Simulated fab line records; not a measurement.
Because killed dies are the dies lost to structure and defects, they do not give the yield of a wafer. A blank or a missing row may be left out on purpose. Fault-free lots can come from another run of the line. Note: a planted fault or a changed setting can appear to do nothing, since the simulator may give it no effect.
fab line records | flow nand-harc
[record] lots = 12 wafers = 36 last-day = 26
route steps=1159 shown A_M1@1056 A_BONDPAD@1060 END@1159
lots that met no fault: taken from a fault-free run of the same line
start-h: the number of hours between the record's first day and the start of the first shown wafer of the lot | wait-h: hours from the lot's prior step to this one | " as in the row above | L1.1+2: a row that stands for several wafers | - value missing, or start not given | * or withheld: withheld | < > ~ a bound
route shown NAME@n: names a module that has steps shown in the file, with the first one's number in the route | usual: the fault-free wafers' mean and standard deviation | same: alike in all rows | chamber/n: place in a boat | sites: each site's reading | _std_site: their standard deviation | _edge_site: inner sites' mean taken away from outer sites' mean | radius-mm: for every site, how far away it sits from the centre of the wafer | mask NAME#n: copy n | behind: tool/chamber where the wafer was last shaped | hold: cause of the lot's hold/its duration in hours/its outcome | device: names the non-switching transistor (n, p or np) | end of line: the same wafers' tests at the end of the route | a step with no rows: only its recipe | killed: the dies lost at the first sort to structure and to defects; this is not the yield of the wafer | map: per-die view of a wafer (x killed, . not killed, _ where there is no die)
set.NAME: the run value of the setting; set.NAME@STEP: its run value at that earlier step | model.NAME: the simulator's own value behind a step, which no gauge read
one table for each step of the route and one row for each wafer, over a sample of lots
services: when a tool's chamber went out of use (start-h, in hours from the record's first day, below 0 if earlier), for how many hours, and the reason
[[steps]]
[step NHARC_A_M1_INSPECT_27]
[usual] raw-defect-count = 478/150
// columns lot.wafer tool chamber start-h wait-h raw-defect-count
L506.3 defect-inspect-01 - 413.76 0.0 501
L506.4 " - " " 637
L506.5 " - " " 279
L507.1 defect-inspect-01 - 417.25 0.0 338
L507.3 " - " " 342
L507.4 " - " " 334
L510.2 defect-inspect-02 - 452.53 0.0 433
L510.4 " - " " 384
L510.5 " - " " 371
L512.4 defect-inspect-02 - 456.56 0.0 487
L512.5 " - " " 444
L512.6 " - " " 473
L514.2 defect-inspect-01 - 457.50 0.0 491
L514.3 " - " " 616
L514.4 " - " " 715
L515.2 defect-inspect-01 - 461.03 0.0 320
L515.4 " - " " 434
L515.6 " - " " 346
L513.3 defect-inspect-02 - 462.37 0.0 558
L513.5 " - " " 395
L513.6 " - " " 388
L517.2 defect-inspect-01 - 482.72 0.0 776
L517.3 " - " " 792
L517.6 " - " " 650
L520.2 defect-inspect-02 - 482.85 0.0 539
L520.4 " - " " 498
L520.5 " - " " 513
L521.2 defect-inspect-02 - 506.73 0.0 580
L521.5 " - " " 461
L521.6 " - " " 435
L524.1 defect-inspect-02 - 532.67 0.0 591
L524.2 " - " " 509
L524.5 " - " " 944
L528.2 defect-inspect-01 - 587.01 0.0 404
L528.4 " - " " 437
L528.6 " - " " 443
[step NHARC_A_BONDPAD_CMP_29]
[recipe] target-thk-nm = 200 material = SiCN
[usual] motor-current-A = 12.0/1.3
// columns lot.wafer tool chamber start-h wait-h motor-current-A
L506.3 cmp-02 0 414.94 - 9.5
L506.4 " 2 " " 13.3
L506.5 " 3 " " 10.6
L507.1 cmp-02 2 418.39 - 14.1
L507.4 " 0 " " 9.5
L507.3 " 1 " " 11.2
L510.2 cmp-01 0 453.65 - 11.9
L510.4 " 2 " " 11.8
L510.5 " 1 " " 11.7
L512.4 cmp-01 3 457.66 - 12.2
L512.5 " 3 " " 11.8
L512.6 " 0 " " 11.7
L514.3 cmp-01 3 458.63 - 12.0
L514.2 " 0 " " 12.1
L514.4 " 1 " " 10.9
L515.2 cmp-04 1 462.20 - 11.6
L515.4 " 2 " " 11.6
L515.6 " 0 " " 13.6
L513.3 cmp-01 0 463.61 - 12.0
L513.5 " 1 " " 11.0
L513.6 " 2 " " 11.4
L517.3 cmp-02 0 483.83 - 9.5
L517.2 " 1 " " 11.7
L517.6 " 0 " " 10.0
L520.2 cmp-04 0 483.98 - 14.0
L520.4 " 1 " " 12.0
L520.5 " 3 " " 14.4
L521.2 cmp-04 2 508.00 - 11.4
L521.5 " 1 " " 11.8
L521.6 " 2 " " 10.9
L524.2 cmp-01 2 533.84 - 12.4
L524.1 " 1 " " 11.1
L524.5 " 2 " " 11.7
L528.4 cmp-04 3 588.16 - 15.3
L528.2 " 0 " " 13.7
L528.6 " 1 " " 12.1
[step NHARC_A_BONDPAD_ETCH_12]
[recipe] target-depth-a = 2200 time-s = 110 chf3-flow-sccm = 50 o2-flow-sccm = 10 ar-flow-sccm = 200 rf-w = 500 bias-w = 200 chemistry = CHF3/O2
[usual] drypump-motor-current-A = 5.6/0.32 oes-product-au = 0.954/0.023 rf-fwd-power-W = 497.2/1.6 rf-vpp-V = 370.5/1.7 showerhead-plenum-p-Torr = 2.40/0.066 throttle-valve-pct = 20.571/0.0091
// columns lot.wafer tool chamber start-h wait-h drypump-motor-current-A oes-product-au rf-fwd-power-W rf-hours-counter-h rf-vpp-V showerhead-plenum-p-Torr throttle-valve-pct
L506.3 rie-diel-03 3 416.12 - 5.9 0.988 497.5 0 372.3 2.46 20.577
L506.4 " 1 " " 5.7 0.969 499.2 0 370.8 2.37 20.574
L506.5 " 0 " " 5.6 0.958 496.1 - 372.9 2.48 20.570
L507.3 rie-diel-01 3 419.59 - 6.2 0.967 494.6 20 369.4 2.33 20.591
L507.1 " 1 " " 5.4 0.980 497.7 21 372.6 2.50 20.571
L507.4 " 2 " " 5.1 0.994 498.0 20 370.0 2.32 20.560
L510.2 rie-diel-03 3 454.73 - 5.9 0.965 497.9 2 372.1 2.45 20.569
L510.4 " 0 " " 5.6 0.975 497.5 2 370.6 2.48 20.573
L510.5 " 0 " " 5.6 0.964 499.1 - 373.7 2.48 20.577
L512.4 rie-diel-01 3 458.93 - 6.2 0.917 499.3 28 369.1 2.32 20.566
L512.6 " 2 " " 5.1 0.919 495.8 - 368.9 2.32 20.562
L512.5 " 3 " " 6.2 0.913 497.9 - 369.0 2.32 20.568
L514.3 rie-diel-03 1 459.70 - 5.7 0.965 499.8 2 370.8 2.37 20.585
L514.2 " 2 " " 5.3 0.962 495.5 2 368.6 2.34 20.580
L514.4 " 3 " " 5.9 0.984 496.5 2 371.3 2.45 20.577
L515.2 rie-diel-03 3 463.36 - 5.9 0.969 501.0 2 372.5 2.45 20.564
L515.4 " 2 " " 5.3 0.972 498.1 2 370.2 2.34 20.576
L515.6 " 3 " " 5.9 0.963 498.8 - 371.7 2.45 20.570
L513.3 rie-diel-03 1 464.78 - 5.7 0.940 498.8 2 370.6 2.37 20.564
L513.6 " 2 " " 5.3 0.927 495.7 - 369.7 2.34 20.593
L513.5 " 3 " " 5.9 0.942 496.9 - 373.9 2.45 20.579
L517.2 rie-diel-03 0 485.09 - 5.6 0.730 295.7 3 372.3 2.48 20.564
L517.3 " 1 " " 5.7 0.732 295.3 3 370.2 2.37 20.571
L517.6 " 2 " " 5.3 0.739 296.2 - 368.6 2.34 20.576
L520.2 rie-diel-03 3 485.22 - 5.9 0.708 296.9 3 371.7 2.45 20.555
L520.4 " 1 " " 5.7 0.717 301.7 3 370.2 2.37 20.587
L520.5 " 2 " " 5.3 0.699 297.3 - 369.0 2.34 20.568
L521.2 rie-diel-03 1 509.18 - 5.7 0.702 298.2 4 368.1 2.37 20.575
L521.5 " 1 " " 5.7 0.711 296.3 - 370.1 2.37 20.579
L521.6 " 2 " " 5.3 0.708 299.3 - 367.7 2.33 20.557
L524.2 rie-diel-12 1 535.07 - 5.4 0.938 494.7 51 370.1 2.42 20.585
L524.1 " 2 " " 5.6 0.919 495.0 52 367.6 2.26 20.567
L524.5 " 1 " " 5.4 0.943 495.1 - 370.0 2.42 20.560
L528.2 rie-diel-01 1 589.35 - 5.4 0.926 498.9 20 373.9 2.48 20.570
L528.4 " 0 " " 5.6 0.921 496.3 20 369.4 2.36 20.559
L528.6 " 2 " " 5.1 0.946 495.7 - 367.9 2.31 20.565
[step NHARC_A_BONDPAD_DEGAS_25]
[recipe] temp-c = 300 time-s = 60
[usual] heater-power-w = 472/57
// columns lot.wafer tool chamber start-h wait-h heater-power-w
L506.3 pvd-sputter-01 - 416.91 - 454
L506.4 " - " " 489
L506.5 " - " " 445
L507.1 pvd-sputter-03 - 420.35 - 462
L507.3 " - " " 434
L507.4 " - " " 530
L510.4 pvd-sputter-03 - 455.50 - 447
L510.2 " - " " 472
L510.5 " - " " 437
L512.4 pvd-sputter-01 - 459.73 - 488
L512.5 " - " " 453
L512.6 " - " " 463
L514.4 pvd-sputter-02 - 460.49 - 416
L514.2 " - " " 651
L514.3 " - " " 469
L515.4 pvd-sputter-02 - 464.14 - 467
L515.2 " - " " 401
L515.6 " - " " 426
L513.3 pvd-sputter-01 - 465.52 - 453
L513.6 " - " " 438
L513.5 " - " " 452
L517.3 pvd-sputter-02 - 485.95 - 402
L517.2 " - " " 427
L517.6 " - " " 471
L520.4 pvd-sputter-03 - 485.98 - 460
L520.2 " - " " 525
L520.5 " - " " 434
L521.2 pvd-sputter-01 - 509.95 - 448
L521.5 " - " " 471
L521.6 " - " " 505
L524.2 pvd-sputter-02 - 535.83 - 406
L524.1 " - " " 420
L524.5 " - " " 413
L528.4 pvd-sputter-03 - 590.13 - 438
L528.2 " - " " 524
L528.6 " - " " 540
[step NHARC_END_SORT_01]
[recipe] temp-c = 25
[usual] defect-limited-yield = 95.5/1.8 killed-at-array = 27/11 killed-at-other = 0.6/1 killed-at-periphery = 3.0/2.1 killed-dies = 31/12 killed-open = 3.2/1.7 killed-short = 1.7/1.4 sort_bin_2_pct = 1.4/0.68 sort_bin_3_pct = 0.25/0.2 sort_bin_4_pct = 2.9/1.2 sort-n-pass = 646/12 sort-rim-yield-pct = 95.7/2.8 sort-yield-pct = 95.5/1.8
[same] gross-dies = 677 sort_bin_5_pct[%] = 0 sort_bin_6_pct[%] = 0 sort_bin_7_pct[%] = 0 sort_bin_8_pct[%] = 0 sort-rim-n-gross = 106.00
// columns lot.wafer tool chamber start-h wait-h defect-limited-yield[%] killed-at-array killed-at-other killed-at-periphery killed-dies killed-open killed-short sort_bin_2_pct[%] sort_bin_3_pct[%] sort_bin_4_pct[%] sort-n-pass sort-rim-yield-pct[%] sort-yield-pct[%]
L512.4 prober-01 0 492.50 3.4 95.4 28 1 2 31 3 2 1.2 0.15 3.2 646 94.3 95.4
L512.5 prober-01 0 493.32 3.8 95.9 24 0 4 28 4 1 1.8 0.15 2.2 649 92.5 95.9
L512.6 prober-01 0 494.13 4.1 97.3 14 1 3 18 3 0 0.9 0 1.8 659 96.2 97.3
L517.2 prober-01 0 520.03 2.8 0 673 0 4 677 4 1 95.7 0 4.3 0 0 0
L517.3 prober-01 0 520.85 3.1 0 674 0 3 677 0 0 95.6 0.15 4.3 0 0 0
L517.6 prober-01 0 523.29 4.1 0 672 0 5 677 4 5 94.2 0.59 5.2 0 0 0
L520.2 prober-02 0 522.45 2.8 0 672 0 5 677 2 1 95.6 0.30 4.1 0 0 0
L520.4 prober-02 0 524.06 3.4 0 669 1 7 677 5 1 96.0 0.15 3.8 0 0 0
L520.5 prober-02 0 524.86 3.7 0 676 0 1 677 4 0 97.3 0.15 2.5 0 0 0
L521.2 prober-01 0 540.81 2.8 0 672 4 1 677 1 2 94.7 0.30 5.0 0 0 0
L521.5 prober-01 0 543.24 3.7 0 670 3 4 677 4 2 95.6 0.44 4.0 0 0 0
L521.6 prober-01 0 544.05 4.0 0 670 2 5 677 0 1 95.7 0.74 3.5 0 0 0
// killed by level:class
L512.4 A_CHANNEL_HOLE_D1:chamber-film-flake=15 A_STAIRCASE:chamber-film-flake=4 A_ZERO_WELL:chamber-film-flake=2 A_WL_FILL:chamber-film-flake=2 P_M2:geometric-particle:open=1 A_ONON_D1:geometric-particle:open=1 A_WL_FILL:geometric-particle:short=1 A_CONTACT:geometric-particle:open=1
L512.5 A_CHANNEL_HOLE_D1:chamber-film-flake=15 A_WL_FILL:chamber-film-flake=3 P_M0:geometric-particle:open=2 A_ZERO_WELL:chamber-film-flake=2 P_M1:geometric-particle:open=1 A_SLIT:geometric-particle:short=1 A_M1:geometric-particle:open=1 P_STI:chamber-film-flake=1
L512.6 A_CHANNEL_HOLE_D1:chamber-film-flake=9 P_GATE:chamber-film-flake=2 A_CONTACT:chamber-film-flake=2 P_GATE:geometric-particle:open=1 A_CHANNEL_FILL_D1:geometric-particle:open=1 A_M0:geometric-particle:open=1 A_SLIT:chamber-film-flake=1 THIN_TSV:chamber-film-flake=1
L517.2 A_BONDPAD:area-etch=631 A_SLIT:chamber-film-flake=14 A_CHANNEL_HOLE_D1:chamber-film-flake=13 A_CONTACT:chamber-film-flake=6 P_GATE:chamber-film-flake=4 A_STAIRCASE:chamber-film-flake=3 A_ONON_D1:geometric-particle:open=2 A_CHANNEL_FILL_D1:geometric-particle:open=1
L517.3 A_BONDPAD:area-etch=639 A_SLIT:chamber-film-flake=17 A_CHANNEL_HOLE_D1:chamber-film-flake=10 A_STAIRCASE:chamber-film-flake=5 A_CONTACT:chamber-film-flake=3 P_GATE:chamber-film-flake=2 P_ZERO_WELL:chamber-film-flake=1
L520.2 A_BONDPAD:area-etch=638 A_SLIT:chamber-film-flake=17 A_CHANNEL_HOLE_D1:chamber-film-flake=7 A_STAIRCASE:chamber-film-flake=5 A_CONTACT:chamber-film-flake=4 P_STI:chamber-film-flake=2 P_M0:geometric-particle:open=1 P_M2:geometric-particle:short=1
L517.6 A_BONDPAD:area-etch=626 A_CHANNEL_HOLE_D1:chamber-film-flake=18 A_SLIT:chamber-film-flake=13 A_STAIRCASE:chamber-film-flake=4 A_CONTACT:chamber-film-flake=4 A_WL_FILL:geometric-particle:short=2 P_GATE:chamber-film-flake=2 P_CONTACT:geometric-particle:short=1
L520.4 A_BONDPAD:area-etch=641 A_SLIT:chamber-film-flake=15 A_CHANNEL_HOLE_D1:chamber-film-flake=7 P_STI:chamber-film-flake=4 P_M1:geometric-particle:open=2 A_CONTACT:chamber-film-flake=2 P_CONTACT:geometric-particle:open=1 A_CHANNEL_HOLE_D1:geometric-particle:open=1
L520.5 A_BONDPAD:area-etch=649 A_SLIT:chamber-film-flake=14 A_STAIRCASE:chamber-film-flake=4 A_CHANNEL_HOLE_D1:chamber-film-flake=3 A_CONTACT:geometric-particle:open=2 A_CONTACT:chamber-film-flake=2 A_CHANNEL_FILL_D1:geometric-particle:open=1 A_M1:geometric-particle:open=1
L521.2 A_BONDPAD:area-etch=624 A_SLIT:chamber-film-flake=22 A_STAIRCASE:chamber-film-flake=11 A_CHANNEL_HOLE_D1:chamber-film-flake=6 A_CONTACT:chamber-film-flake=6 THIN_TSV:chamber-film-flake=4 A_ONON_D1:geometric-particle:short=1 A_CHANNEL_HOLE_D1:geometric-particle:short=1
L521.5 A_BONDPAD:area-etch=630 A_SLIT:chamber-film-flake=18 A_STAIRCASE:chamber-film-flake=10 A_CHANNEL_HOLE_D1:chamber-film-flake=9 THIN_TSV:chamber-film-flake=3 P_GATE:geometric-particle:open=2 P_CONTACT:geometric-particle:short=1 A_ONON_D1:geometric-particle:short=1
L521.6 A_BONDPAD:area-etch=634 A_SLIT:chamber-film-flake=19 A_STAIRCASE:chamber-film-flake=8 A_CHANNEL_HOLE_D1:chamber-film-flake=6 P_STI:chamber-film-flake=3 P_GATE:chamber-film-flake=2 A_CONTACT:chamber-film-flake=2 THIN_TSV:chamber-film-flake=2
[[services]]
// columns tool chamber start-h hours kind
pvd-sputter-02 - 392.00 10.0 pm
rie-diel-03 - 392.30 9.0 pm
cmp-01 - 402.32 5.7 repair
cmp-04 - 411.88 4.0 pm
cmp-01 - 414.89 0.5 repair
rie-diel-03 0 422.20 1.3 repair
cmp-02 - 423.18 4.0 pm
rie-diel-01 1 432.22 3.1 repair
pvd-sputter-03 - 458.10 10.0 pm
cmp-04 - 458.50 0.9 repair
cmp-01 - 475.21 4.0 pm
rie-diel-01 2 485.49 7.9 repair
rie-diel-01 - 492.13 9.0 pm
cmp-04 - 504.72 0.8 repair
cmp-04 - 509.88 4.0 pm
pvd-sputter-01 - 514.06 10.0 pm
cmp-02 - 521.18 4.0 pm
cmp-01 - 539.01 4.3 repair
pvd-sputter-02 - 555.14 9.6 repair
rie-diel-03 - 569.30 9.0 pm
pvd-sputter-02 - 570.01 10.0 pm
pvd-sputter-03 - 570.33 2.0 repair
cmp-01 - 573.21 4.0 pm
cmp-04 - 575.66 1.3 repair
[[key]]
[first-sign] step = NHARC_A_BONDPAD_ETCH_12 reading = rf-fwd-power-W direction = down sigmas = 99+ usual = * struck = *
[effect] step = NHARC_A_BONDPAD_ETCH_12 reading = oes-product-au direction = down sigmas = 10 usual = 0.954 struck = 0.716
[effect] step = NHARC_END_SORT_01 reading = sort_bin_2_pct direction = up sigmas = 99+ usual = 1.4 struck = 95.6
[more-kills-born-at] NHARC_A_BONDPAD_ETCH_12@rie-diel-03 = 5712
met-at NHARC_A_BONDPAD_ETCH_12
struck-lots L517,L520,L521
later-rows-left-out L517.2,L517.3,L517.6,L520.2,L520.4,L520.5,L521.2,L521.5,L521.6
not-acting-at NHARC_A_M1_INSPECT_27,NHARC_A_BONDPAD_CMP_29,NHARC_A_BONDPAD_DEGAS_25
onset-between 464.78 485.09
[earlier-fault] kind = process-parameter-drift tool = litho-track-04 chamber = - onset-h = 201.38 steps = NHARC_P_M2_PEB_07 channel = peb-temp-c offset = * shape = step acts-in = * stated = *
[fault] kind = process-parameter-drift tool = rie-diel-03 chamber = - onset-h = 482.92 steps = NHARC_A_BONDPAD_ETCH_12 channel = rf-w offset = * shape = step acts-in = * stated = *
// later-rows-left-out: the simulator's readings of these wafers behind a module that went badly wrong aren't trusted and aren't shown, but for the sort
